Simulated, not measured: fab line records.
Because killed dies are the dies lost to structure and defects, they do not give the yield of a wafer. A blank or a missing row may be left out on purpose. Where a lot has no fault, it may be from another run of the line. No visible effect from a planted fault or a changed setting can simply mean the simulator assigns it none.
Which of the tools did it?	flow nand harc	33 wafers from 11 lots sampled at 4 of the route's 1302 steps

WHAT THE GAUGES READ, wafer by wafer
NHARC_P_ZERO_WELL_CD_MEAS_11 targets a cd of 500 nm. Usual: cd nm at 500.0 nm, with a standard deviation of 2.1.
lot	measured	on	cd nm (nm)	flag
L932	day 1 21:15	cd sem-02	500.3 499.1 501.1	
L933	day 2 07:14	cd sem-02	502.5 500.3 504.2	
L936	day 3 13:15	cd sem-01	501.0 500.8 499.8	
L937	day 3 23:15	cd sem-03	499.5 499.9 498.5	
L938	day 4 09:07	cd sem-02	499.1 497.7 499.0	
L943	day 6 11:07	cd sem-02	502.5 499.2 499.3	
L944	day 6 21:07	cd sem-01	500.0 500.6 502.9	
L946	day 7 17:07	cd sem-03	498.7 499.5 501.5	
L947	day 8 03:11	cd sem-01	499.4 498.4 498.0	
L949	day 8 23:15	cd sem-02	495.9 500.5 497.6	
L951	day 9 19:07	cd sem-01	498.5 496.7 502.9	

NHARC_P_ZERO_WELL_CD_MEAS_24 targets a cd of 720 nm. Usual: cd nm at 720.7 nm, with a standard deviation of 1.6.
lot	measured	on	cd nm (nm)	flag
L932	day 1 22:28	cd sem-02	721.2 719.8 720.9	
L933	day 2 08:48	cd sem-01	717.9 720.5 720.3	
L936	day 3 14:29	cd sem-03	722.3 720.1 720.6	
L937	day 4 02:44	cd sem-02	720.3 718.5 720.3	
L938	day 4 10:20	cd sem-03	719.7 720.2 719.4	
L943	day 6 12:28	cd sem-03	722.3 720.7 722.8	
L944	day 6 22:31	cd sem-01	719.8 718.1 719.5	
L946	day 7 18:23	cd sem-03	720.8 719.2 721.6	
L947	day 8 04:31	cd sem-03	711.7 713.1 714.2	OFF
L949	day 9 00:28	cd sem-03	722.1 722.0 722.3	
L951	day 9 20:29	cd sem-01	718.8 723.0 720.7	

WHAT TOOL EACH LOT RAN ON (gives the tool, then ch and the chambers of the sampled wafers, and finally the start)
lot	NHARC_P_ZERO_WELL_DESCUM_13	NHARC_P_ZERO_WELL_EXPOSE_21
L932	rie diel-07 ch 0,2,3, day 1 21:25	krf scanner-03 ch 0, day 1 22:19
L933	rie diel-07 ch 0,2,3, day 2 07:34	krf scanner-03 ch 0, day 2 08:38
L936	rie diel-07 ch 2,3, day 3 13:25	krf scanner-02 ch 0, day 3 14:20
L937	rie diel-11 ch 0,1,3, day 4 01:25	krf scanner-02 ch 0, day 4 02:35
L938	rie diel-07 ch 1,2,3, day 4 09:17	krf scanner-02 ch 0, day 4 10:11
L943	rie diel-07 ch 0,3, day 6 11:16	krf scanner-03 ch 0, day 6 12:19
L944	rie diel-06 ch 0,1, day 6 21:17	krf scanner-02 ch 0, day 6 22:22
L946	rie diel-07 ch 0,1,2, day 7 17:17	krf scanner-03 ch 0, day 7 18:14
L947	rie diel-06 ch 1,2,3, day 8 03:20	krf scanner-03 ch 0, day 8 04:22
L949	rie diel-06 ch 0,3, day 8 23:24	krf scanner-03 ch 0, day 9 00:18
L951	rie diel-07 ch 0,1,3, day 9 19:16	krf scanner-01 ch 0, day 9 20:20
- NHARC_P_ZERO_WELL_DESCUM_13: chemistry O2, time 3 s.
- NHARC_P_ZERO_WELL_EXPOSE_21: exposes mask P NWELL, target cd 720 nm.

AS READ BY THE TOOLS THEMSELVES (means over the sampled wafers that have a number; for cases with no such wafer, the mark the record gives instead)
NHARC_P_ZERO_WELL_DESCUM_13. Usual: drypump motor current A 5.9 A, standard deviation 0.44; oes product au 0.999 a.u., standard deviation 0.011; rf vpp V 57.7 V, standard deviation 0.92; showerhead plenum p Torr 1.91 Torr, standard deviation 0.085; throttle valve pct 11.311 %, standard deviation 0.0092.
lot	tool	drypump motor current A (A)	oes product au (a.u.)	rf vpp V (V)	showerhead plenum p Torr (Torr)	throttle valve pct (%)	flag
L932	rie diel-07	5.8	0.993	58.5	1.94	11.313	
L933	rie diel-07	5.8	0.990	57.8	1.94	11.301	
L936	rie diel-07	5.6	0.994	56.8	1.96	11.309	
L937	rie diel-11	6.1	0.991	57.0	1.82	11.309	
L938	rie diel-07	6.0	1.004	58.7	1.93	11.313	
L943	rie diel-07	5.8	0.998	57.8	1.88	11.316	
L944	rie diel-06	6.1	0.992	58.0	1.94	11.312	
L946	rie diel-07	6.2	1.002	57.5	1.91	11.323	
L947	rie diel-06	5.8	1.006	58.2	1.92	11.308	
L949	rie diel-06	6.0	0.997	57.6	1.93	11.319	
L951	rie diel-07	6.1	0.997	57.5	1.85	11.309	

NHARC_P_ZERO_WELL_EXPOSE_21. Usual: exposure dose mJ cm2 22.305, standard deviation 0.025; focus offset nm 0.0 nm, standard deviation 0.45.
lot	tool	exposure dose mJ cm2	focus offset nm (nm)	flag
L932	krf scanner-03	22.280	-0.2	
L933	krf scanner-03	22.318	-0.7	
L936	krf scanner-02	22.298	-0.2	
L937	krf scanner-02	22.282	0.2	
L938	krf scanner-02	22.351	-0.2	
L943	krf scanner-03	22.306	-0.0	
L944	krf scanner-02	22.294	0.3	
L946	krf scanner-03	22.282	-0.4	
L947	krf scanner-03	22.298	-0.1	
L949	krf scanner-03	22.298	0.0	
L951	krf scanner-01	22.284	0.3	

THE ANSWER, worked out from the rows above alone
Rule: lot off if the mean of its wafers having a number is beyond 3 standard deviations from the usual mean. Also off: a lot with no number at a reading for which 4 or more lots have one. The other lots that the step has rows for count as sound. After the gauges, taken in route order, come the tools' own readings; for these a lot's mean is taken, as printed above. The first step at which some lot is off is used, and at that step the reading that is off furthest; a lot without a number counts as furthest.
Off: L947, at NHARC_P_ZERO_WELL_CD_MEAS_24 (cd nm).
A tool fits if, at a process step before that reading, it ran every lot that is off, and no sound lot after the first of them. Gauges at NHARC_P_ZERO_WELL_CD_MEAS_24: tried the same way as those tools. No candidate that was tried fits.

WHAT THE SIMULATOR PUT IN
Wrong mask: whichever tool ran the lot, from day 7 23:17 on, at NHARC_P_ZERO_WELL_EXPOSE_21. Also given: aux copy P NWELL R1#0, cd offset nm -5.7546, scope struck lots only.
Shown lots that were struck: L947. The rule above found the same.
